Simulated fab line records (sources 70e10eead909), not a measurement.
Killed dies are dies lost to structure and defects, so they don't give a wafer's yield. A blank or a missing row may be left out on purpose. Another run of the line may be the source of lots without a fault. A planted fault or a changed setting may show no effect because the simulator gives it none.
fab line records + flow nand-harc
record:
- lots: 6
- wafers: 18
- last-day: 33
route steps=1302 shown A_STAIRCASE@694 END@1302
lots that met no fault: from a run of the same line without faults
start-h: the number of hours between the record's first day and the start of the first shown wafer of the lot + wait-h: how many hours have passed since the lot's step before this one + " same as the row above + L1.1+2: one row covering several wafers at once + - either no value or no given start + * or withheld: withheld + < > ~ a bound
route shown NAME@n: names a module that has steps shown in the file, with the first one's number in the route + usual: mean/standard deviation of fault-free wafers + same: alike in all rows + chamber/n: place in a boat + sites: each site's reading + _std_site: standard deviation across them + _edge_site: mean of outer sites minus mean of inner sites + radius-mm: for every site, how far away it sits from the centre of the wafer + mask NAME#n: copy n + behind: the most recent tool/chamber to have shaped the wafer + hold: the reason the lot was held/the length of the hold in hours/how it ended + device: whichever transistor did not switch (one of n, p or np) + end of line: tests run on the same wafers once the route is complete + a step without rows: its recipe alone + killed: the dies lost at the first sort to structure and to defects; this is not the yield of the wafer + map: shows each die of a wafer: x if killed, . if not, _ if none is there
set.NAME: the setting as run; set.NAME@STEP: as run at that earlier step + model.NAME: the simulator's own value behind a step, which no gauge read
a table for each step, a row for each wafer; lots at some steps of the route
services: when a tool's chamber went out of use (start-h, in hours from the record's first day, below 0 if earlier), for how many hours, and the reason
== steps ==
step: NHARC_A_STAIRCASE_EBR_180
step: NHARC_A_STAIRCASE_EXPOSE_181
recipe:
- na: 0.5
- dose-mj: 27.87
- mask-id: STAIR_2
step: NHARC_A_STAIRCASE_PEB_182
recipe:
- peb-temp-c: 115
- peb-time-s: 130
step: NHARC_A_STAIRCASE_DEVELOP_183
recipe:
- time-s: 140
step: NHARC_A_STAIRCASE_HARDBAKE_185
recipe:
- temp-c: 120
- time-s: 140
step: NHARC_A_STAIRCASE_DESCUM_186
recipe:
- time-s: 3
- o2-flow-sccm: 200
- ar-flow-sccm: 0
- bias-power-w: 0
- chemistry: O2
usual:
- drypump-motor-current-A: 5.7/0.32
- oes-product-au: 1.002/0.016
- rf-vpp-V: 57.6/0.94
- showerhead-plenum-p-Torr: 1.92/0.096
- throttle-valve-pct: 11.311/0.0081
| lot.wafer | tool        | chamber | start-h | wait-h | drypump-motor-current-A | oes-product-au | rf-hours-counter-h | rf-vpp-V | showerhead-plenum-p-Torr | throttle-valve-pct |
|-----------|-------------|---------|---------|--------|-------------------------|----------------|--------------------|----------|--------------------------|--------------------|
| L548.3    | rie-diel-13 | 0       | 378.22  | -      | 5.6                     | 0.998          | 10                 | 57.3     | 1.91                     | 11.318             |
| L548.4    | "           | 3       | "       | "      | 5.2                     | 0.989          | 10                 | 57.9     | 2.04                     | 11.320             |
| L548.6    | "           | 1       | "       | "      | 5.8                     | 1.008          | -                  | 55.5     | 1.80                     | 11.295             |
| L549.1    | rie-diel-04 | 3       | 383.74  | -      | 6.2                     | 1.005          | 4                  | 58.0     | 1.82                     | 11.318             |
| L549.4    | "           | 1       | "       | "      | 5.4                     | 0.996          | 5                  | 56.4     | 1.89                     | 11.305             |
| L549.6    | "           | 3       | "       | "      | 6.2                     | 0.999          | -                  | 55.6     | 1.82                     | 11.323             |
| L553.4    | rie-diel-13 | 3       | 420.57  | -      | 5.2                     | 0.982          | 23                 | 58.0     | 2.03                     | 11.325             |
| L553.2    | "           | 0       | "       | "      | 5.6                     | 1.007          | 26                 | 57.2     | 1.91                     | 11.310             |
| L553.5    | "           | 2       | "       | "      | 5.2                     | 1.014          | -                  | 56.4     | 1.99                     | 11.304             |
| L554.3    | rie-diel-04 | 3       | 429.63  | -      | 6.1                     | 1.010          | 15                 | 57.1     | 1.82                     | 11.311             |
| L554.1    | "           | 2       | "       | "      | 5.6                     | 0.984          | 17                 | 56.9     | 1.78                     | 11.312             |
| L554.6    | "           | 0       | "       | "      | 5.7                     | 1.031          | -                  | 58.3     | 2.03                     | 11.306             |
| L557.1    | rie-diel-04 | 0       | 451.08  | -      | 5.7                     | 1.022          | 23                 | 59.4     | 2.03                     | 11.304             |
| L557.4    | "           | 1       | "       | "      | 5.4                     | 0.997          | 20                 | 58.0     | 1.88                     | 11.320             |
| L557.2    | "           | 2       | "       | "      | 5.6                     | 0.996          | 25                 | 57.2     | 1.78                     | 11.305             |
| L569.4    | rie-diel-04 | 2       | 581.81  | -      | 5.6                     | 0.985          | 12                 | 57.8     | 2.07                     | 11.308             |
| L569.5    | "           | 1       | "       | "      | 5.4                     | 0.980          | -                  | 57.6     | 1.87                     | 11.316             |
| L569.6    | "           | 2       | "       | "      | 5.6                     | 0.984          | -                  | 58.4     | 2.07                     | 11.305             |
step: NHARC_A_STAIRCASE_TRIM_187
recipe:
- time-s: 211.2
- o2-flow-sccm: 500
- ar-flow-sccm: 0
- bias-w: 0
- chemistry: O2
step: NHARC_A_STAIRCASE_ETCH_188
recipe:
- target-depth-a: 1000
- time-s: 40.5
- ion-energy-ev: 400
- c4f8-flow-sccm: 20
- o2-flow-sccm: 10
- ar-flow-sccm: withheld
- rf-w: 600
- bias-w: 1000
- chemistry: C4F8/O2
usual:
- bias-w: 1000.0/2.9
- chamber-pressure-mTorr: 25.001/0.022
- oes-product-au: 0.939/0.018
- rf-vpp-V: 896/6.3
| lot.wafer | tool        | chamber | start-h | wait-h | bias-w | chamber-pressure-mTorr | oes-product-au | rf-hours-counter-h | rf-vpp-V |
|-----------|-------------|---------|---------|--------|--------|------------------------|----------------|--------------------|----------|
| L548.3    | rie-diel-13 | 2       | -       | -      | 999.4  | 25.020                 | 0.962          | 9                  | 900      |
| L548.4    | "           | 0       | "       | "      | 999.9  | 24.995                 | 0.941          | 10                 | 896      |
| L548.6    | "           | 2       | "       | "      | 1004.3 | 24.997                 | 0.963          | -                  | 901      |
| L549.1    | rie-diel-04 | 1       | -       | -      | 1002.3 | 24.999                 | 0.920          | 5                  | 893      |
| L549.4    | "           | 2       | "       | "      | 1004.5 | 25.009                 | 0.927          | 5                  | 887      |
| L549.6    | "           | 2       | "       | "      | 1004.4 | 25.005                 | 0.922          | -                  | 888      |
| L553.2    | rie-diel-13 | 1       | -       | -      | 998.4  | 25.018                 | 0.949          | 26                 | 888      |
| L553.4    | "           | 0       | "       | "      | 1002.4 | 24.969                 | 0.949          | 26                 | 897      |
| L553.5    | "           | 1       | "       | "      | 997.4  | 24.983                 | 0.944          | -                  | 889      |
| L554.1    | rie-diel-04 | 3       | -       | -      | 998.9  | 24.992                 | 0.924          | 16                 | 890      |
| L554.3    | "           | 0       | "       | "      | 1004.8 | 25.013                 | 0.953          | 15                 | 903      |
| L554.6    | "           | 3       | "       | "      | 997.3  | 24.999                 | 0.921          | -                  | 889      |
| L557.4    | rie-diel-04 | 2       | -       | -      | 1000.7 | 25.002                 | 0.928          | 25                 | 887      |
| L557.2    | "           | 0       | "       | "      | 1000.6 | 25.016                 | 0.953          | 23                 | 904      |
| L557.1    | "           | 1       | "       | "      | 998.5  | 24.964                 | 0.929          | 20                 | 893      |
| L569.4    | rie-diel-04 | 0       | -       | -      | 995.3  | 25.035                 | 0.985          | 9                  | 902      |
| L569.6    | "           | 1       | "       | "      | 1000.5 | 25.001                 | 0.928          | -                  | 894      |
| L569.5    | "           | 2       | "       | "      | 994.4  | 25.000                 | 0.936          | -                  | 905      |
step: NHARC_A_STAIRCASE_TRIM_189
recipe:
- time-s: 211.2
- o2-flow-sccm: 500
- ar-flow-sccm: 0
- bias-w: 0
- chemistry: O2
step: NHARC_A_STAIRCASE_ETCH_190
recipe:
- target-depth-a: 1000
- time-s: 40.5
- ion-energy-ev: 400
- c4f8-flow-sccm: 20
- o2-flow-sccm: 10
- ar-flow-sccm: withheld
- rf-w: 600
- bias-w: 1000
- chemistry: C4F8/O2
usual:
- bias-w: 1000/3.1
- chamber-pressure-mTorr: 25.000/0.022
- oes-product-au: 0.940/0.015
- rf-vpp-V: 896/6.2
| lot.wafer | tool        | chamber | start-h | wait-h | bias-w | chamber-pressure-mTorr | oes-product-au | rf-hours-counter-h | rf-vpp-V |
|-----------|-------------|---------|---------|--------|--------|------------------------|----------------|--------------------|----------|
| L548.4    | rie-diel-13 | 0       | -       | -      | 999    | 25.005                 | 0.945          | 10                 | 895      |
| L548.3    | "           | 1       | "       | "      | 1002   | 24.987                 | 0.951          | 9                  | 889      |
| L548.6    | "           | 0       | "       | "      | 1001   | 25.007                 | 0.936          | -                  | 894      |
| L549.1    | rie-diel-04 | 3       | -       | -      | 1000   | 24.982                 | 0.935          | 4                  | 891      |
| L549.4    | "           | 1       | "       | "      | 1001   | 24.995                 | 0.947          | 5                  | 895      |
| L549.6    | "           | 3       | "       | "      | 997    | 25.038                 | 0.938          | -                  | 891      |
| L553.2    | rie-diel-13 | 3       | -       | -      | 1000   | 24.991                 | 0.917          | 24                 | 905      |
| L553.4    | "           | 0       | "       | "      | 1002   | 25.052                 | 0.941          | 26                 | 895      |
| L553.5    | "           | 3       | "       | "      | 1005   | 25.006                 | 0.926          | -                  | 902      |
| L554.1    | rie-diel-04 | 3       | -       | -      | 1005   | 24.978                 | 0.936          | 16                 | 891      |
| L554.3    | "           | 2       | "       | "      | 997    | 25.003                 | 0.906          | 17                 | 888      |
| L554.6    | "           | 3       | "       | "      | 1002   | 25.007                 | 0.936          | -                  | 890      |
| L557.4    | rie-diel-04 | 2       | -       | -      | 1000   | 24.995                 | 0.926          | 25                 | 887      |
| L557.2    | "           | 3       | "       | "      | 1000   | 24.995                 | 0.948          | 25                 | 890      |
| L557.1    | "           | 0       | "       | "      | 1002   | 24.965                 | 0.962          | 23                 | 902      |
| L569.4    | rie-diel-04 | 0       | -       | -      | 995    | 24.985                 | 0.970          | 9                  | 902      |
| L569.6    | "           | 1       | "       | "      | 1004   | 25.005                 | 0.932          | -                  | 893      |
| L569.5    | "           | 2       | "       | "      | 1003   | 24.990                 | 0.937          | -                  | 907      |
step: NHARC_A_STAIRCASE_TRIM_191
recipe:
- time-s: 211.2
- o2-flow-sccm: 500
- ar-flow-sccm: 0
- bias-w: 0
- chemistry: O2
usual:
- drypump-motor-current-A: 5.7/0.32
- oes-product-au: 1.000/0.015
- rf-vpp-V: 57.8/0.88
- showerhead-plenum-p-Torr: 3.52/0.17
- throttle-valve-pct: 17.036/0.0095
| lot.wafer | tool        | chamber | start-h | wait-h | drypump-motor-current-A | oes-product-au | rf-hours-counter-h | rf-vpp-V | showerhead-plenum-p-Torr | throttle-valve-pct |
|-----------|-------------|---------|---------|--------|-------------------------|----------------|--------------------|----------|--------------------------|--------------------|
| L548.3    | rie-diel-13 | 3       | -       | -      | 5.2                     | 0.978          | 10                 | 58.6     | 3.74                     | 17.037             |
| L548.4    | "           | 1       | "       | "      | 5.9                     | 1.005          | 9                  | 57.4     | 3.34                     | 17.045             |
| L548.6    | "           | 0       | "       | "      | 5.6                     | 0.995          | -                  | 58.2     | 3.53                     | 17.028             |
| L549.1    | rie-diel-04 | 2       | -       | -      | 5.6                     | 0.997          | 5                  | 57.6     | 3.30                     | 17.039             |
| L549.4    | "           | 0       | "       | "      | 5.7                     | 1.027          | 5                  | 58.5     | 3.73                     | 17.025             |
| L549.6    | "           | 3       | "       | "      | 6.2                     | 1.005          | -                  | 57.5     | 3.37                     | 17.046             |
| L553.4    | rie-diel-13 | 3       | -       | -      | 5.2                     | 0.994          | 24                 | 56.6     | 3.73                     | 17.044             |
| L553.2    | "           | 0       | "       | "      | 5.6                     | 1.026          | 26                 | 57.2     | 3.52                     | 17.014             |
| L553.5    | "           | 0       | "       | "      | 5.6                     | 1.011          | -                  | 57.2     | 3.52                     | 17.040             |
| L554.1    | rie-diel-04 | 0       | -       | -      | 5.7                     | 1.036          | 16                 | 57.8     | 3.73                     | 17.033             |
| L554.3    | "           | 1       | "       | "      | 5.4                     | 1.003          | 14                 | 56.3     | 3.48                     | 17.025             |
| L554.6    | "           | 0       | "       | "      | 5.8                     | 1.022          | -                  | 57.0     | 3.73                     | 17.036             |
| L557.2    | rie-diel-04 | 0       | -       | -      | 5.7                     | 1.015          | 23                 | 58.5     | 3.72                     | 17.022             |
| L557.1    | "           | 1       | "       | "      | 5.5                     | 0.998          | 20                 | 57.8     | 3.48                     | 17.035             |
| L557.4    | "           | 2       | "       | "      | 5.6                     | 0.981          | 25                 | 56.7     | 3.29                     | 17.042             |
| L569.4    | rie-diel-04 | 2       | -       | -      | 5.6                     | 0.982          | 12                 | 58.4     | 3.80                     | 17.019             |
| L569.6    | "           | 1       | "       | "      | 5.5                     | 0.985          | -                  | 57.0     | 3.46                     | 17.032             |
| L569.5    | "           | 2       | "       | "      | 5.6                     | 0.997          | -                  | 58.0     | 3.80                     | 17.038             |
step: NHARC_A_STAIRCASE_ETCH_192
recipe:
- target-depth-a: 1000
- time-s: 40.5
- ion-energy-ev: 400
- c4f8-flow-sccm: 20
- o2-flow-sccm: 10
- ar-flow-sccm: withheld
- rf-w: 600
- bias-w: 1000
- chemistry: C4F8/O2
usual:
- bias-w: 1000.2/2.9
- chamber-pressure-mTorr: 24.998/0.022
- oes-product-au: 0.941/0.015
- rf-vpp-V: 896/6.2
| lot.wafer | tool        | chamber | start-h | wait-h | bias-w | chamber-pressure-mTorr | oes-product-au | rf-hours-counter-h | rf-vpp-V |
|-----------|-------------|---------|---------|--------|--------|------------------------|----------------|--------------------|----------|
| L548.4    | rie-diel-13 | 3       | 378.92  | -      | 997.8  | 25.009                 | 0.926          | 10                 | 905      |
| L548.3    | "           | 0       | "       | "      | 998.2  | 24.979                 | 0.946          | 10                 | 898      |
| L548.6    | "           | 0       | "       | "      | 999.0  | 25.014                 | 0.947          | -                  | 896      |
| L549.4    | rie-diel-04 | 0       | 384.61  | -      | 999.3  | 25.014                 | 0.968          | 5                  | 902      |
| L549.1    | "           | 1       | "       | "      | 1001.4 | 24.991                 | 0.948          | 5                  | 894      |
| L549.6    | "           | 0       | "       | "      | 1002.5 | 24.985                 | 0.975          | -                  | 903      |
| L553.2    | rie-diel-13 | 1       | 421.37  | -      | -      | -                      | -              | -                  | -        |
| L553.4    | "           | 2       | "       | "      | -      | -                      | -              | -                  | -        |
| L553.5    | "           | 1       | "       | "      | -      | -                      | -              | -                  | -        |
| L554.3    | rie-diel-04 | 2       | 431.21  | -      | -      | -                      | -              | -                  | -        |
| L554.1    | "           | 3       | "       | "      | -      | -                      | -              | -                  | -        |
| L554.6    | "           | 2       | "       | "      | -      | -                      | -              | -                  | -        |
| L557.2    | rie-diel-04 | 0       | 451.79  | -      | 1000.9 | 24.989                 | 0.957          | 23                 | 903      |
| L557.4    | "           | 1       | "       | "      | 1003.8 | 24.978                 | 0.933          | 20                 | 894      |
| L557.1    | "           | 2       | "       | "      | 995.5  | 25.006                 | 0.940          | 25                 | 886      |
| L569.4    | rie-diel-04 | 0       | 582.51  | -      | 1002.5 | 24.996                 | 0.976          | 9                  | 902      |
| L569.6    | "           | 2       | "       | "      | 1001.0 | 24.985                 | 0.936          | -                  | 906      |
| L569.5    | "           | 3       | "       | "      | 999.2  | 24.990                 | 0.950          | -                  | 890      |
step: NHARC_A_STAIRCASE_TRIM_193
recipe:
- time-s: 211.2
- o2-flow-sccm: 500
- ar-flow-sccm: 0
- bias-w: 0
- chemistry: O2
usual:
- drypump-motor-current-A: 5.7/0.32
- oes-product-au: 1.000/0.016
- rf-vpp-V: 57.8/0.94
- showerhead-plenum-p-Torr: 3.52/0.17
- throttle-valve-pct: 17.036/0.0095
| lot.wafer | tool        | chamber | start-h | wait-h | drypump-motor-current-A | oes-product-au | rf-hours-counter-h | rf-vpp-V | showerhead-plenum-p-Torr | throttle-valve-pct |
|-----------|-------------|---------|---------|--------|-------------------------|----------------|--------------------|----------|--------------------------|--------------------|
| L548.3    | rie-diel-13 | 0       | -       | -      | 5.6                     | 0.989          | 10                 | 58.5     | 3.53                     | 17.037             |
| L548.4    | "           | 1       | "       | "      | 5.8                     | 0.996          | 9                  | 57.8     | 3.34                     | 17.036             |
| L548.6    | "           | 0       | "       | "      | 5.6                     | 0.994          | -                  | 56.9     | 3.53                     | 17.036             |
| L549.1    | rie-diel-04 | 1       | -       | -      | 5.4                     | 1.003          | 5                  | 57.9     | 3.49                     | 17.031             |
| L549.4    | "           | 2       | "       | "      | 5.6                     | 0.995          | 5                  | 57.7     | 3.30                     | 17.033             |
| L549.6    | "           | 3       | "       | "      | 6.2                     | 1.006          | -                  | 55.2     | 3.37                     | 17.034             |
| L553.4    | rie-diel-13 | 3       | -       | -      | 5.2                     | 0.990          | 24                 | 59.2     | 3.73                     | 17.022             |
| L553.2    | "           | 0       | "       | "      | 5.6                     | 1.011          | 26                 | 59.1     | 3.52                     | 17.027             |
| L553.5    | "           | 3       | "       | "      | 5.2                     | 0.992          | -                  | 57.6     | 3.73                     | 17.031             |
| L554.1    | rie-diel-04 | 2       | -       | -      | 5.6                     | 0.986          | 18                 | 56.1     | 3.30                     | 17.020             |
| L554.3    | "           | 3       | "       | "      | 6.2                     | 1.001          | 17                 | 58.0     | 3.36                     | 17.042             |
| L554.6    | "           | 1       | "       | "      | 5.4                     | 0.987          | -                  | 58.9     | 3.48                     | 17.015             |
| L557.1    | rie-diel-04 | 2       | -       | -      | 5.6                     | 0.988          | 25                 | 58.0     | 3.29                     | 17.014             |
| L557.4    | "           | 3       | "       | "      | 6.2                     | 0.998          | 25                 | 57.0     | 3.36                     | 17.024             |
| L557.2    | "           | 1       | "       | "      | 5.4                     | 0.989          | 20                 | 58.9     | 3.48                     | 17.042             |
| L569.4    | rie-diel-04 | 1       | -       | -      | 5.5                     | 0.984          | 12                 | 57.6     | 3.46                     | 17.035             |
| L569.6    | "           | 3       | "       | "      | 6.2                     | 1.015          | -                  | 58.4     | 3.34                     | 17.035             |
| L569.5    | "           | 0       | "       | "      | 5.7                     | 1.040          | -                  | 57.3     | 3.70                     | 17.030             |
step: NHARC_END_SORT_01
recipe:
- temp-c: 25
usual:
- killed-at-array: 54/17
- killed-at-other: 0.7/1
- killed-at-periphery: 3.7/2.9
- killed-dies: 58/16
- killed-open: 3.2/1.9
- killed-short: 2.2/1.5
same:
- gross-dies: 677
| lot.wafer | tool      | chamber | start-h | wait-h | killed-at-array | killed-at-other | killed-at-periphery | killed-dies | killed-open | killed-short |
|-----------|-----------|---------|---------|--------|-----------------|-----------------|---------------------|-------------|-------------|--------------|
| L548.3    | prober-01 | 0       | 574.75  | 3.1    | 47              | 1               | 11                  | 59          | 2           | 1            |
| L548.4    | prober-01 | 0       | 575.55  | 3.4    | 46              | 0               | 10                  | 56          | 0           | 2            |
| L548.6    | prober-01 | 0       | 577.14  | 4.0    | 52              | 1               | 10                  | 63          | 2           | 3            |
| L553.2    | prober-01 | 0       | 631.96  | 2.8    | 673             | 1               | 3                   | 677         | 4           | 1            |
| L553.4    | prober-01 | 0       | 633.54  | 3.4    | 676             | 0               | 1                   | 677         | 2           | 2            |
| L553.5    | prober-01 | 0       | 634.33  | 3.7    | 675             | 1               | 1                   | 677         | 2           | 2            |
| L554.1    | prober-01 | 0       | 653.29  | 2.5    | 677             | 0               | 0                   | 677         | 1           | 0            |
| L554.3    | prober-01 | 0       | 654.88  | 3.1    | 675             | 1               | 1                   | 677         | 2           | 1            |
| L554.6    | prober-01 | 0       | 657.27  | 4.0    | 676             | 0               | 1                   | 677         | 4           | 2            |
| L557.1    | prober-02 | 0       | 653.34  | 2.5    | 67              | 0               | 6                   | 73          | 5           | 1            |
| L557.4    | prober-02 | 0       | 655.71  | 3.4    | 67              | 3               | 5                   | 75          | 4           | 2            |
killed by level:class
L548.3 A_CHANNEL_HOLE_D1:chamber-film-flake=31 A_CHANNEL_HOLE_D2:chamber-film-flake=11 P_CONTACT:chamber-film-flake=9 A_STAIRCASE:chamber-film-flake=3 P_STI:chamber-film-flake=2 A_WL_FILL:geometric-particle:short=1 A_M0:geometric-particle:open=1 STARTING-WAFER:geometric-particle:open=1
L548.4 A_CHANNEL_HOLE_D1:chamber-film-flake=32 P_CONTACT:chamber-film-flake=7 A_CHANNEL_HOLE_D2:chamber-film-flake=6 P_STI:chamber-film-flake=2 A_ZERO_WELL:chamber-film-flake=2 A_CONTACT:chamber-film-flake=2 A_ONON_D1:geometric-particle:short=1 A_WL_FILL:geometric-particle:short=1
L548.6 A_CHANNEL_HOLE_D1:chamber-film-flake=36 P_CONTACT:chamber-film-flake=6 A_CONTACT:chamber-film-flake=4 A_CHANNEL_HOLE_D2:chamber-film-flake=3 P_STI:chamber-film-flake=2 A_ZERO_WELL:chamber-film-flake=2 A_CHANNEL_FILL_D2:chamber-film-flake=2 P_CONTACT:geometric-particle:short=1
L553.2 A_STAIRCASE:area-etch=637 A_SLIT:chamber-film-flake=15 A_CHANNEL_HOLE_D1:chamber-film-flake=5 A_CHANNEL_HOLE_D2:chamber-film-flake=4 A_WL_FILL:chamber-film-flake=4 A_CONTACT:chamber-film-flake=3 A_CHANNEL_FILL_D1:geometric-particle:open=2 P_STI:chamber-film-flake=2
L553.4 A_STAIRCASE:area-etch=646 A_CHANNEL_HOLE_D2:chamber-film-flake=13 A_SLIT:chamber-film-flake=9 A_WL_FILL:chamber-film-flake=2 A_SOURCE_PLATE:geometric-particle:open=1 A_ONON_D2:geometric-particle:open=1 A_SGD_CUT:geometric-particle:short=1 A_M0:geometric-particle:short=1
L553.5 A_STAIRCASE:area-etch=642 A_SLIT:chamber-film-flake=12 A_CONTACT:chamber-film-flake=6 A_CHANNEL_HOLE_D2:chamber-film-flake=5 A_WL_FILL:chamber-film-flake=3 A_CHANNEL_HOLE_D1:chamber-film-flake=2 A_SGD_CUT:chamber-film-flake=2 P_M1:geometric-particle:short=1
L554.1 A_STAIRCASE:area-etch=630 A_CHANNEL_HOLE_D2:chamber-film-flake=37 A_CHANNEL_HOLE_D1:chamber-film-flake=5 A_CHANNEL_FILL_D2:chamber-film-flake=2 A_CHANNEL_FILL_D2:geometric-particle:open=1 A_WL_FILL:chamber-film-flake=1 A_CONTACT:chamber-film-flake=1
L557.1 A_CHANNEL_HOLE_D1:chamber-film-flake=35 A_CHANNEL_HOLE_D2:chamber-film-flake=11 A_BLC:chamber-film-flake=6 A_STAIRCASE:chamber-film-flake=4 A_CHANNEL_FILL_D2:chamber-film-flake=3 A_CONTACT:chamber-film-flake=3 P_ZERO_WELL:chamber-film-flake=2 P_GATE:geometric-particle:open=1
L554.3 A_STAIRCASE:area-etch=629 A_CHANNEL_HOLE_D2:chamber-film-flake=35 A_CHANNEL_HOLE_D1:chamber-film-flake=3 A_CONTACT:chamber-film-flake=2 A_CHANNEL_HOLE_D1:geometric-particle:short=1 A_SGD_CUT:geometric-particle:open=1 A_CONTACT:geometric-particle:open=1 P_GATE:chamber-film-flake=1
L557.4 A_CHANNEL_HOLE_D1:chamber-film-flake=37 A_CHANNEL_FILL_D2:chamber-film-flake=6 A_CHANNEL_HOLE_D2:chamber-film-flake=6 A_BLC:chamber-film-flake=5 A_CONTACT:chamber-film-flake=4 A_STAIRCASE:chamber-film-flake=3 THIN_TSV:chamber-film-flake=3 P_ZERO_WELL:chamber-film-flake=2
L554.6 A_STAIRCASE:area-etch=623 A_CHANNEL_HOLE_D2:chamber-film-flake=34 A_CHANNEL_HOLE_D1:chamber-film-flake=7 A_CONTACT:chamber-film-flake=2 A_WL_FILL:chamber-film-flake=2 A_CHANNEL_HOLE_D1:geometric-particle:open=1 A_CHANNEL_FILL_D1:geometric-particle:short=1 A_CHANNEL_FILL_D1:geometric-particle:open=1
map L553.2 (x killed, . not)
____________x____________
_________xxxxxxx_________
_______xxxxxxxxxxx_______
______xxxxxxxxxxxxx______
_____xxxxxxxxxxxxxxx_____
____xxxxxxxxxxxxxxxxx____
____xxxxxxxxxxxxxxxxx____
___xxxxxxxxxxxxxxxxxxx___
___xxxxxxxxxxxxxxxxxxx___
__xxxxxxxxxxxxxxxxxxxxx__
__xxxxxxxxxxxxxxxxxxxxx__
_xxxxxxxxxxxxxxxxxxxxxxx_
_xxxxxxxxxxxxxxxxxxxxxxx_
_xxxxxxxxxxxxxxxxxxxxxxx_
_xxxxxxxxxxxxxxxxxxxxxxx_
_xxxxxxxxxxxxxxxxxxxxxxx_
xxxxxxxxxxxxxxxxxxxxxxxxx
xxxxxxxxxxxxxxxxxxxxxxxxx
xxxxxxxxxxxxxxxxxxxxxxxxx
xxxxxxxxxxxxxxxxxxxxxxxxx
xxxxxxxxxxxxxxxxxxxxxxxxx
_xxxxxxxxxxxxxxxxxxxxxxx_
_xxxxxxxxxxxxxxxxxxxxxxx_
_xxxxxxxxxxxxxxxxxxxxxxx_
_xxxxxxxxxxxxxxxxxxxxxxx_
_xxxxxxxxxxxxxxxxxxxxxxx_
__xxxxxxxxxxxxxxxxxxxxx__
__xxxxxxxxxxxxxxxxxxxxx__
___xxxxxxxxxxxxxxxxxxx___
___xxxxxxxxxxxxxxxxxxx___
____xxxxxxxxxxxxxxxxx____
____xxxxxxxxxxxxxxxxx____
_____xxxxxxxxxxxxxxx_____
______xxxxxxxxxxxxx______
_______xxxxxxxxxxx_______
_________xxxxxxx_________
____________x____________
map L554.1 (x killed, . not)
____________x____________
_________xxxxxxx_________
_______xxxxxxxxxxx_______
______xxxxxxxxxxxxx______
_____xxxxxxxxxxxxxxx_____
____xxxxxxxxxxxxxxxxx____
____xxxxxxxxxxxxxxxxx____
___xxxxxxxxxxxxxxxxxxx___
___xxxxxxxxxxxxxxxxxxx___
__xxxxxxxxxxxxxxxxxxxxx__
__xxxxxxxxxxxxxxxxxxxxx__
_xxxxxxxxxxxxxxxxxxxxxxx_
_xxxxxxxxxxxxxxxxxxxxxxx_
_xxxxxxxxxxxxxxxxxxxxxxx_
_xxxxxxxxxxxxxxxxxxxxxxx_
_xxxxxxxxxxxxxxxxxxxxxxx_
xxxxxxxxxxxxxxxxxxxxxxxxx
xxxxxxxxxxxxxxxxxxxxxxxxx
xxxxxxxxxxxxxxxxxxxxxxxxx
xxxxxxxxxxxxxxxxxxxxxxxxx
xxxxxxxxxxxxxxxxxxxxxxxxx
_xxxxxxxxxxxxxxxxxxxxxxx_
_xxxxxxxxxxxxxxxxxxxxxxx_
_xxxxxxxxxxxxxxxxxxxxxxx_
_xxxxxxxxxxxxxxxxxxxxxxx_
_xxxxxxxxxxxxxxxxxxxxxxx_
__xxxxxxxxxxxxxxxxxxxxx__
__xxxxxxxxxxxxxxxxxxxxx__
___xxxxxxxxxxxxxxxxxxx___
___xxxxxxxxxxxxxxxxxxx___
____xxxxxxxxxxxxxxxxx____
____xxxxxxxxxxxxxxxxx____
_____xxxxxxxxxxxxxxx_____
______xxxxxxxxxxxxx______
_______xxxxxxxxxxx_______
_________xxxxxxx_________
____________x____________
== services ==
| tool        | chamber | start-h | hours | kind                          |
|-------------|---------|---------|-------|-------------------------------|
| rie-diel-04 | -       | 357.14  | 9.0   | pm                            |
| rie-diel-04 | 0       | 357.14  | 9.0   | vent-cycle                    |
| rie-diel-04 | 1       | 357.14  | 9.0   | vent-cycle                    |
| rie-diel-04 | 2       | 357.14  | 9.0   | vent-cycle                    |
| rie-diel-04 | 3       | 357.14  | 10.8  | vent-cycle                    |
| rie-diel-04 | 0       | 366.14  | -     | clean                         |
| rie-diel-04 | 0       | 366.14  | -     | consumable-replace:focus-ring |
| rie-diel-04 | 1       | 366.14  | -     | clean                         |
| rie-diel-04 | 2       | 366.14  | -     | clean                         |
| rie-diel-13 | 2       | 384.14  | 13.5  | repair                        |
| rie-diel-04 | 0       | 390.64  | -     | clean                         |
| rie-diel-04 | 1       | 390.64  | -     | clean                         |
| rie-diel-04 | 2       | 390.64  | -     | clean                         |
| rie-diel-04 | 3       | 390.64  | -     | clean                         |
| rie-diel-04 | 0       | 415.14  | -     | clean                         |
| rie-diel-04 | 1       | 415.14  | -     | clean                         |
| rie-diel-04 | 2       | 415.14  | -     | clean                         |
| rie-diel-04 | 3       | 415.14  | -     | clean                         |
| rie-diel-04 | 0       | 439.64  | -     | clean                         |
| rie-diel-04 | 1       | 439.64  | -     | clean                         |
| rie-diel-04 | 2       | 439.64  | -     | clean                         |
| rie-diel-13 | -       | 519.23  | 9.0   | pm                            |
| rie-diel-04 | -       | 534.14  | 9.0   | pm                            |
| rie-diel-13 | 0       | 543.73  | 4.0   | repair                        |
== key ==
first-sign:
- step: NHARC_A_STAIRCASE_ETCH_192
- reading: tool-record
- direction: missing
effect:
- step: NHARC_END_SORT_01
- reading: killed-dies
- direction: up
- sigmas: 38
- usual: 58
- struck: 677
more-kills-born-at:
- NHARC_A_STAIRCASE_ETCH_192@rie-diel-13: 1926
- NHARC_A_STAIRCASE_ETCH_192@rie-diel-04: 1882
met-at NHARC_A_STAIRCASE_ETCH_192
struck-wafers L553.2,L553.4,L553.5,L554.1,L554.3,L554.6
later-rows-left-out L553.2,L553.4,L553.5,L554.1,L554.3,L554.6
tester-left-out L553,L554
onset-between 384.61 421.37
fault:
- kind: skipped-step-whole
- tool: rie-diel-04,rie-diel-13
- chamber: -
- onset-h: 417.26
- steps: NHARC_A_STAIRCASE_ETCH_192
- scope: struck-lots-only
tester-left-out: of these lots the tester's yield and bins aren't shown, on N5 and GAA mostly nor the transistor test; their killed dies are dies lost to structure and defects alone, not to doping, threshold or leakage, so they don't give the yield
later-rows-left-out: the simulator's readings of these wafers behind a module that went badly wrong aren't trusted and aren't shown, but for the sort
